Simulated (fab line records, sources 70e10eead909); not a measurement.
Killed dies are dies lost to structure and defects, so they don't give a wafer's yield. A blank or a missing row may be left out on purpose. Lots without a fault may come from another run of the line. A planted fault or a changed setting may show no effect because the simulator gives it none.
fab line records | flow nand_harc
record lots=14 wafers=42 last_day=24
route steps=1159 shown P_M2@336 P_BONDPAD@353
lots that met no fault: from a run of the same line without faults
start_h: hours from the record's first day to the start of the lot's first wafer shown | wait_h: hours since the lot's step before | " the same as in the row above | L1.1+2: a row that stands for several wafers | - no value, or no start given | * or withheld: withheld | < > ~ a bound
route shown NAME@n: a module of which the file shows steps, and the number in the route of the first | usual: mean/standard deviation of fault-free wafers | same: alike in all rows | chamber/n: place in a boat | sites: the reading at each site | _std_site: their standard deviation | _edge_site: outer sites' mean less inner sites' | radius_mm: how far each site lies from the wafer's centre | mask NAME#n: copy n | behind: the tool/chamber that last shaped the wafer | hold: why the lot was held/for how many hours/how that ended | device: the transistor (n, p or np) that didn't switch | end of line: the same wafers' tests at the end of the route | a step without rows: its recipe alone | killed: dies lost to structure and defects at the first sort, not the wafer's yield | map: a wafer's dies, x killed, . not, _ none there
set.NAME: the setting as run; set.NAME@STEP: as run at that earlier step | model.NAME: the simulator's own value behind a step, which no gauge read
steps of the route over a sample of lots; a table a step, a row a wafer
services: from which hour (start_h, from the record's first day; less than 0 if before it) a tool's chamber was out of use, for how many hours, and why
## steps
# step NHARC_P_M2_ETCH_28
# recipe target_depth_a=300 over_etch_frac=0.3 time_s=72.99 ion_energy_ev=150 cf4_flow_sccm=50 n2_flow_sccm=100 ar_flow_sccm=150 rf_w=300 bias_w=100 chemistry=CF4/N2
# usual bias_w=100.03/0.29 drypump_motor_current_A=5.6/0.51 mfc_ar_sccm=150.0/0.47 oes_product_au=1.002/0.009 rf_vpp_V=315.1/2.1 showerhead_plenum_p_Torr=2.68/0.11 throttle_valve_pct=19.794/0.0091
# columns lot.wafer tool chamber start_h wait_h bias_w drypump_motor_current_A mfc_ar_sccm oes_product_au rf_hours_counter_h rf_vpp_V showerhead_plenum_p_Torr throttle_valve_pct
L248.4 rie_diel-11 3 - - 99.95 4.9 150.8 0.997 36 312.0 2.52 19.794
L248.3 " 0 " " 100.28 6.0 149.0 1.014 35 311.9 2.49 19.792
L248.5 " 3 " " 100.02 4.8 150.4 0.997 - 311.8 2.52 19.781
L250.2 rie_diel-09 0 - - 99.94 6.0 149.1 0.991 2 314.0 2.67 19.795
L250.1 " 1 " " 100.48 5.7 149.3 1.000 2 316.9 2.79 19.778
L250.5 " 2 " " 100.64 5.8 150.7 1.011 - 315.7 2.74 19.802
L253.2 rie_diel-09 0 - - 100.60 6.0 149.5 0.989 3 313.9 2.67 19.804
L253.1 " 1 " " 100.08 5.7 149.5 1.004 2 318.2 2.79 19.804
L253.6 " 2 " " 100.51 5.8 150.1 1.006 - 315.8 2.74 19.800
L251.3 rie_diel-09 0 - - 99.76 6.0 150.3 0.983 3 315.6 2.67 19.790
L251.1 " 1 " " 100.18 5.8 150.4 0.982 3 318.1 2.79 19.784
L251.5 " 2 " " 100.05 5.8 150.3 0.993 - 316.2 2.74 19.784
L252.2 rie_diel-13 1 - - 100.07 6.0 150.6 0.988 9 315.7 2.67 19.796
L252.6 " 2 " " 100.00 6.2 149.1 1.009 - 311.1 2.45 19.785
L252.5 " 3 " " 99.62 5.6 149.9 1.005 - 317.2 2.74 19.800
L255.3 rie_diel-13 2 - - 99.94 6.2 149.9 1.025 11 310.2 2.45 19.805
L255.4 " 3 " " 100.60 5.6 149.9 1.030 11 314.7 2.74 19.786
L255.2 " 1 " " 99.84 6.0 149.1 1.005 11 312.7 2.67 19.803
L254.4 rie_diel-09 1 - - 100.02 5.7 149.9 1.009 3 317.2 2.79 19.789
L254.1 " 0 " " 100.12 6.0 150.5 0.994 3 312.7 2.67 19.795
L254.5 " 1 " " 99.85 5.8 150.0 1.010 - 316.9 2.79 19.818
L257.4 rie_diel-09 3 - - 100.03 4.7 150.3 1.013 3 316.9 2.79 19.783
L257.2 " 0 " " 100.01 6.0 150.3 0.998 3 314.5 2.67 19.783
L257.5 " 0 " " 100.11 6.0 150.8 1.003 - 314.1 2.67 19.796
L258.4 rie_diel-09 2 - - 100.09 5.8 149.6 1.006 4 317.0 2.73 19.788
L258.2 " 1 " " 99.92 5.7 149.4 1.002 4 317.8 2.79 19.807
L258.6 " 2 " " 99.56 5.8 149.5 1.006 - 317.2 2.73 19.800
L261.3 rie_diel-09 0 - - 99.82 6.0 150.1 1.000 5 317.0 2.67 19.801
L261.2 " 1 " " 100.64 5.7 149.7 0.992 5 317.5 2.79 19.785
L261.5 " 3 " " 99.90 4.7 149.8 0.992 - 316.6 2.79 19.785
L262.3 rie_diel-13 1 - - 100.13 6.1 150.5 0.998 19 315.9 2.67 19.792
L262.1 " 2 " " 99.79 6.2 149.8 1.035 19 312.3 2.44 19.804
L262.6 " 3 " " 100.17 5.6 149.7 0.991 - 314.9 2.74 19.789
L265.3 rie_diel-09 3 - - 100.05 4.7 149.9 1.010 5 316.7 2.79 19.787
L265.2 " 1 " " 100.46 5.8 149.2 1.001 5 316.9 2.79 19.805
L265.4 " 2 " " 99.93 5.8 149.9 0.995 5 316.3 2.74 19.801
L263.3 rie_diel-09 1 - - 99.93 5.7 150.2 0.993 5 316.4 2.79 19.803
L263.2 " 2 " " 99.88 5.8 150.2 0.997 5 317.1 2.73 19.790
L263.4 " 3 " " 100.13 4.7 149.3 1.005 5 316.0 2.79 19.794
L266.4 rie_diel-13 2 - - 99.89 6.2 149.8 1.011 21 312.0 2.44 19.792
L266.2 " 1 " " 100.14 6.0 150.5 1.003 20 314.6 2.67 19.802
L266.5 " 3 " " 99.60 5.6 149.3 1.001 - 315.1 2.73 19.783
# step NHARC_P_M2_CMP_23
# recipe t_overpolish_s=20 target_thk_nm=144.3
# usual motor_current_A=11.7/1.3 pad_life_wafers=268/170 retaining_ring_pressure_frac=0.999/0.005 time_to_endpoint_s=28.4/2.6
# columns lot.wafer tool chamber start_h wait_h motor_current_A pad_life_wafers retaining_ring_pressure_frac time_to_endpoint_s
L248.4 cmp-04 2 123.33 - 12.7 79 0.999 28.7
L248.3 " 3 " " 13.7 80 0.998 23.3
L248.5 " 2 " " 12.6 - 0.994 28.4
L250.2 cmp-03 3 145.19 - 11.3 450 0.992 27.2
L250.1 " 2 " " 11.7 453 1.006 27.3
L250.5 " 0 " " 10.1 - 1.002 29.9
L253.1 cmp-02 1 158.88 - 13.9 74 0.994 28.4
L253.2 " 2 " " 12.3 75 1.010 26.1
L253.6 " 3 " " 9.5 - 1.002 26.4
L251.3 cmp-03 1 160.45 - 10.5 546 1.001 25.4
L251.1 " 0 " " 10.4 549 1.006 28.2
L251.5 " 1 " " 10.1 - 0.991 23.1
L252.2 cmp-03 1 161.39 - 10.6 555 1.000 21.5
L252.6 " 2 " " 11.8 - 1.003 26.5
L252.5 " 3 " " 11.6 - 0.993 25.0
L255.4 cmp-04 2 173.08 - 12.8 409 0.994 32.6
L255.3 " 3 " " 13.9 410 0.993 29.4
L255.2 " 0 " " 11.9 411 1.001 30.7
L254.1 cmp-03 3 174.51 - 11.3 36 1.004 25.8
L254.4 " 2 " " 11.5 39 0.988 29.2
L254.5 " 3 " " 11.2 - 1.004 27.8
L257.2 cmp-04 3 184.51 - 14.2 510 0.995 27.5
L257.4 " 2 " " 12.5 513 1.004 33.1
L257.5 " 3 " " 13.0 - 0.997 29.8
L258.4 cmp-03 3 231.39 - 11.4 264 1.002 28.3
L258.2 " 1 " " 10.3 266 0.994 29.5
L258.6 " 3 " " 11.2 - 0.991 30.3
L261.2 cmp-04 0 235.19 - 11.5 126 0.996 29.4
L261.3 " 3 " " 14.4 129 1.000 28.3
L261.5 " 1 " " 11.7 - 1.001 28.7
L262.1 cmp-03 0 236.21 - 9.8 296 0.993 30.5
L262.3 " 1 " " 10.3 297 0.995 25.3
L262.6 " 3 " " 11.8 - 1.001 26.3
L265.3 cmp-04 0 236.46 - 11.8 144 1.002 28.4
L265.2 " 1 " " 12.2 145 0.997 28.8
L265.4 " 3 " " 13.7 147 0.992 27.7
L263.4 cmp-03 2 243.04 - 11.0 379 0.998 28.9
L263.3 " 3 " " 11.1 380 1.001 37.6
L263.2 " 0 " " 10.3 381 0.999 33.2
L266.2 cmp-03 0 243.87 - 9.9 385 0.989 29.9
L266.4 " 1 " " 10.6 386 0.998 27.1
L266.5 " 0 " " 10.1 - 0.996 37.7
# step NHARC_P_M2_THK_MEAS_24
# recipe thk_meas_gauge=xrf
# usual thk_nm=144.1/1.4
# columns lot.wafer tool chamber start_h wait_h thk_nm
L248.3 film_metro-02 - 123.62 - 144.0
L248.4 " - " " 144.7
L248.5 " - " " 144.5
L250.1 film_metro-02 - 145.50 - 146.2
L250.2 " - " " 144.4
L250.5 " - " " 143.6
L253.1 film_metro-01 - 159.14 - 144.5
L253.2 " - " " 143.2
L253.6 " - " " 143.2
L251.1 film_metro-02 - 160.76 - 145.9
L251.3 " - " " 141.9
L251.5 " - " " 142.4
L252.2 film_metro-02 - 161.62 - 140.6
L252.5 " - " " 144.1
L252.6 " - " " 146.0
L255.2 film_metro-02 - 173.37 - 145.4
L255.3 " - " " 145.2
L255.4 " - " " 146.0
L254.1 film_metro-02 - 174.82 - 144.7
L254.4 " - " " 142.9
L254.5 " - " " 144.6
L257.2 film_metro-02 - 184.83 - 146.1
L257.4 " - " " 145.3
L257.5 " - " " 144.8
L258.2 film_metro-01 - 231.70 - 143.4
L258.4 " - " " 142.7
L258.6 " - " " 143.7
L261.2 film_metro-02 - 235.50 - 143.0
L261.3 " - " " 140.6
L261.5 " - " " 144.5
L262.1 film_metro-02 - 236.47 - 145.1
L262.3 " - " " 144.0
L262.6 " - " " 143.6
L265.2 film_metro-01 - 236.78 - 142.5
L265.3 " - " " 144.1
L265.4 " - " " 143.9
L263.2 film_metro-02 - 243.33 - 147.9
L263.3 " - " " 148.0
L263.4 " - " " 145.8
L266.2 film_metro-01 - 244.16 - 144.1
L266.4 " - " " 143.8
L266.5 " - " " 150.4
# step NHARC_P_M2_INSPECT_27
# usual raw_defect_count=344/150
# columns lot.wafer tool chamber start_h wait_h raw_defect_count
L248.3 defect_inspect-02 - 123.79 0.0 288
L248.4 " - " " 289
L248.5 " - " " 223
L250.1 defect_inspect-02 - 145.66 0.0 501
L250.2 " - " " 517
L250.5 " - " " 326
L253.1 defect_inspect-02 - 159.29 0.0 202
L253.2 " - " " 309
L253.6 " - " " 188
L251.1 defect_inspect-02 - 160.92 0.0 477
L251.3 " - " " 442
L251.5 " - " " 247
L252.2 defect_inspect-02 - 161.78 0.0 301
L252.5 " - " " 301
L252.6 " - " " 271
L255.2 defect_inspect-02 - 173.53 0.0 273
L255.3 " - " " 443
L255.4 " - " " 305
L254.1 defect_inspect-02 - 174.98 0.0 243
L254.4 " - " " 92
L254.5 " - " " 130
L257.2 defect_inspect-02 - 184.99 0.0 200
L257.4 " - " " 215
L257.5 " - " " 216
L258.2 defect_inspect-01 - 231.87 0.0 623
L258.4 " - " " 577
L258.6 " - " " 356
L261.2 defect_inspect-02 - 235.66 0.0 481
L261.3 " - " " 520
L261.5 " - " " 919
L262.1 defect_inspect-02 - 236.63 0.0 166
L262.3 " - " " 153
L262.6 " - " " 149
L265.2 defect_inspect-02 - 237.00 0.0 370
L265.3 " - " " 536
L265.4 " - " " 370
L263.2 defect_inspect-02 - 243.48 0.0 280
L263.3 " - " " 4624
L263.4 " - " " 339
L266.2 defect_inspect-02 - 244.31 0.0 328
L266.4 " - " " 330
L266.5 " - " " 4689
# step NHARC_P_M2_PRE_CLEAN_32
# recipe time_s=12 temp_c=370 rf_power_w=300 gas=NH3
# usual heater_power_outer_w=354/65 heater_power_w=626/98 susceptor_temp_C=370.00/0.22
# columns lot.wafer tool chamber start_h wait_h heater_power_outer_w heater_power_w susceptor_temp_C
L248.4 pecvd-02 0 123.89 0.1 275 556 370.09
L248.3 " 2 " " 425 710 369.54
L248.5 " 0 " " 273 559 370.01
L250.1 pecvd-03 1 145.74 0.1 431 726 370.28
L250.2 " 2 " " 387 727 369.75
L250.5 " 1 " " 414 735 370.23
L253.1 pecvd-03 0 159.53 0.2 325 611 369.91
L253.2 " 1 " " 441 750 370.07
L253.6 " 0 " " 323 622 369.59
L251.3 pecvd-03 1 160.99 0.1 486 785 370.14
L251.1 " 0 " " 298 559 369.88
L251.5 " 2 " " 403 732 370.06
L252.2 pecvd-04 1 161.87 0.1 317 553 369.97
L252.6 " 2 " " 353 622 369.99
L252.5 " 0 " " 371 583 370.08
L255.2 pecvd-04 0 173.59 0.1 306 521 369.82
L255.3 " 2 " " 379 689 370.44
L255.4 " 2 " " 382 691 370.26
L254.1 pecvd-02 1 175.06 0.1 291 529 370.24
L254.4 " 0 " " 270 556 370.34
L254.5 " 2 " " 398 638 369.81
L257.2 pecvd-04 1 185.08 0.1 350 605 369.84
L257.5 " 2 " " 352 639 370.03
L257.4 " 1 " " 346 614 369.64
L258.2 pecvd-04 0 232.07 0.2 316 514 370.04
L258.4 " 0 " " 319 514 369.84
L258.6 " 1 " " 278 510 369.88
L261.3 pecvd-02 0 235.73 0.1 255 528 369.93
L261.2 " 1 " " 296 508 370.06
L261.5 " 1 " " 297 497 370.00
L262.3 pecvd-04 1 236.76 0.1 308 566 370.19
L262.1 " 0 " " 316 492 370.00
L262.6 " 2 " " 385 657 369.98
L265.2 pecvd-03 0 237.08 0.1 316 607 369.62
L265.3 " 1 " " 465 773 369.90
L265.4 " 0 " " 318 595 369.90
L263.3 pecvd-04 1 243.57 0.1 335 586 370.34
L263.2 " 2 " " 335 611 369.66
L263.4 " 2 " " 346 612 369.93
L266.2 pecvd-04 0 244.41 0.1 350 545 369.89
L266.5 " 2 " " 294 549 369.97
L266.4 " 0 " " 344 538 369.77
# step NHARC_P_BONDPAD_THK_MEAS_33
# recipe thk_meas_gauge=ellipsometry
# usual thk_nm=200.0/1.7
# columns lot.wafer tool chamber start_h wait_h thk_nm
L248.3 film_metro-02 - 125.19 0.2 196.8
L248.4 " - " " 200.1
L248.5 " - " " 200.6
L250.1 film_metro-02 - 146.87 0.2 201.2
L250.2 " - " " 200.6
L250.5 " - " " 200.4
L253.1 film_metro-01 - 160.65 0.1 199.3
L253.2 " - " " 199.6
L253.6 " - " " 200.9
L251.1 film_metro-02 - 162.15 0.2 198.5
L251.3 " - " " 201.7
L251.5 " - " " 196.6
L252.2 film_metro-02 - 163.03 0.2 200.7
L252.5 " - " " 198.8
L252.6 " - " " 199.6
L255.2 film_metro-02 - 174.75 0.2 199.8
L255.3 " - " " 198.5
L255.4 " - " " 196.9
L254.1 film_metro-02 - 176.20 0.2 197.9
L254.4 " - " " 202.1
L254.5 " - " " 201.0
L257.2 film_metro-02 - 186.21 0.2 201.8
L257.4 " - " " 203.0
L257.5 " - " " 198.8
L258.2 film_metro-01 - 233.23 0.2 202.5
L258.4 " - " " 203.3
L258.6 " - " " 203.9
L261.2 film_metro-01 - 236.86 0.1 201.9
L261.3 " - " " 202.3
L261.5 " - " " 202.1
L262.1 film_metro-02 - 237.88 0.2 198.4
L262.3 " - " " 199.6
L262.6 " - " " 198.1
L265.2 film_metro-01 - 238.40 0.2 200.8
L265.3 " - " " 200.9
L265.4 " - " " 201.7
L263.2 film_metro-01 - 244.75 0.2 200.4
L263.4 " - " " 197.6
L266.2 film_metro-01 - 245.51 0.2 199.7
L266.4 " - " " 201.2
## services
# columns tool chamber start_h hours kind
rie_diel-13 - 99.06 9.0 pm
pecvd-03 - 104.28 1.4 repair
cmp-04 - 104.30 2.6 repair
pecvd-03 - 111.29 13.0 pm
pecvd-04 0 114.95 3.9 repair
pecvd-02 1 117.41 11.5 repair
cmp-02 - 117.89 0.8 repair
pecvd-04 1 124.76 10.0 repair
cmp-02 - 142.04 4.0 pm
pecvd-02 - 153.00 13.0 pm
cmp-02 - 161.84 1.9 repair
cmp-03 - 163.92 4.0 pm
cmp-03 - 181.27 1.7 repair
pecvd-04 - 186.25 0.7 repair
rie_diel-11 - 190.89 9.0 pm
cmp-04 - 192.43 0.6 repair
pecvd-04 - 195.01 13.0 pm
cmp-04 - 204.87 4.0 pm
cmp-03 - 205.57 0.9 repair
pecvd-03 0 206.26 7.3 repair
rie_diel-13 0 220.03 3.6 repair
cmp-02 - 220.68 3.0 repair
pecvd-04 2 223.92 8.1 repair
cmp-03 - 233.60 2.0 repair
## key
first_sign step=NHARC_P_M2_CMP_23 reading=time_to_endpoint_s direction=up sigmas=3.6 usual=* struck=*
effect step=NHARC_P_M2_THK_MEAS_24 reading=thk_nm direction=up sigmas=3.7 usual=144.1 struck=149.2
effect step=NHARC_P_M2_INSPECT_27 reading=raw_defect_count direction=up sigmas=29 usual=344 struck=4656
met_at NHARC_P_M2_CMP_23
struck_lots L263,L266
struck_wafers L263.3,L266.5
later_rows_left_out L263.3,L266.5
sort_left_out L263.3,L266.5
not_acting_at NHARC_P_M2_ETCH_28,NHARC_P_M2_PRE_CLEAN_32,NHARC_P_BONDPAD_THK_MEAS_33
onset_between 236.21 243.04
fault kind=process_parameter_drift tool=cmp-03 chamber=- onset_h=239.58 steps=NHARC_P_M2_CMP_23 channel=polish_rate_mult offset=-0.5 shape=step end_h=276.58 scope=struck_wafers_only
# sort_left_out: the simulated sort isn't trusted on such a fault, so these wafers' sort isn't shown, and their yield isn't known
# later_rows_left_out: the simulator's readings of these wafers behind a module that went badly wrong aren't trusted and aren't shown, but for the sort
